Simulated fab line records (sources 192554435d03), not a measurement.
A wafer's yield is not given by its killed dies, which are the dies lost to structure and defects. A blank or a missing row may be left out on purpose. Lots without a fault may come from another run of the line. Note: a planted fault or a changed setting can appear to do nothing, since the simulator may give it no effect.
Lot-split experiment + flow n5 finfet + on a route of 1938 steps: 7 lots, 21 wafers read

THE SPLIT ITSELF
At N5_BEOL_M0_SAQP_ETCH_88 (etches underlayer in N2/H2, target depth 6.5 nm, time 5.2 s), the setting source w was moved away from the recipe's 840 W on 7 of the 21 wafers read, by -6.5% to +17.3%. The other wafers ran this setting at the recipe's value.

The split's own step is where the reading is taken.

THE READING
rf vpp V, in V, at N5_BEOL_M0_SAQP_ETCH_88 (etches underlayer in N2/H2, target depth 6.5 nm, time 5.2 s). On this fab line, fault-free wafers typically give 524.2 V with a standard deviation of 2.3 V.

| wafer  | tool, chamber at the split | source w as run, W | against the recipe | rf vpp V, V | against lot-mates on the recipe |
|--------|----------------------------|--------------------|--------------------|-------------|---------------------------------|
| L079.1 | rie diel-02, 2             | 840                | recipe             | 524.6       | -                               |
| L079.3 | rie diel-02, 0             | 982.9              | +17.0%             | 498.2       | -25.8                           |
| L079.5 | rie diel-02, 1             | 840                | recipe             | 523.4       | -                               |
| L080.2 | rie diel-03, 0             | 840                | recipe             | 521.4       | -                               |
| L080.4 | rie diel-03, 1             | 912.5              | +8.6%              | 506.9       | -14.5                           |
| L080.5 | rie diel-03, 3             | 912.5              | +8.6%              | 511.3       | -10.1                           |
| L084.2 | rie diel-02, 1             | 840                | recipe             | 524.5       | -                               |
| L084.3 | rie diel-02, 2             | 840                | recipe             | 523.3       | -                               |
| L084.4 | rie diel-02, 3             | 840                | recipe             | 521.4       | -                               |
| L089.2 | rie diel-02, 0             | 840                | recipe             | 526.0       | -                               |
| L089.3 | rie diel-02, 3             | 840                | recipe             | 520.4       | -                               |
| L089.6 | rie diel-02, 1             | 840                | recipe             | 524.2       | -                               |
| L091.3 | rie diel-02, 3             | 840                | recipe             | 521.4       | -                               |
| L091.5 | rie diel-02, 0             | 985.6              | +17.3%             | 501.3       | -21.3                           |
| L091.6 | rie diel-02, 1             | 840                | recipe             | 523.9       | -                               |
| L096.1 | rie diel-06, 1             | 840                | recipe             | 523.1       | -                               |
| L096.4 | rie diel-06, 2             | 785                | -6.5%              | 532.3       | +8.8                            |
| L096.5 | rie diel-06, 2             | 840                | recipe             | 523.9       | -                               |
| L097.2 | rie diel-03, 1             | 933.2              | +11.1%             | 503.6       | -21.4                           |
| L097.4 | rie diel-03, 2             | 933.2              | +11.1%             | 508.2       | -16.8                           |
| L097.6 | rie diel-03, 2             | 840                | recipe             | 525.0       | -                               |

THE FIT
A straight line over all 21 wafers: rf vpp V changes by -1.45 V for each +1% of source w; r = -0.98; the points scatter about the line by 2 V.
The same after taking each lot's own level away (the mean of its wafers on the recipe; 21 wafers): -1.45 V for each +1%; r = -0.98; scatter 2 V.
Per that fit: largest source w move, reading shift of 25 V.
The lots' own levels span 521.40 to 525.00 V, that is 1.6 times the standard deviation above.
So the lot-to-lot level changes the slope little: the two slopes agree.
Check: for one of the wafers moved furthest among these (+17.3%), held out of the fit, the line's prediction against its lot-mates is -27 V. It came out at -21.3 V against them.
Tool readings at the split's step, against how far the setting was moved: rf vpp V r = -0.98.

OTHER SPLITS APPLIED TO THESE WAFERS
Other splits were also applied to these wafers ahead of the reading. Each is held against what the fit with the lots' levels taken away leaves over:
| other split on the same wafers    | wafers away from the commonest value | r with rf vpp V (lot level and that fit taken away) |
|-----------------------------------|--------------------------------------|-----------------------------------------------------|
| N5_BEOL_M0_SAQP_EXPOSE_11 dose mj | 8                                    | -0.03                                               |

THE FILE'S OWN FIT
rf vpp V changes by -1.43 V for each +1% of source w, r = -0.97.
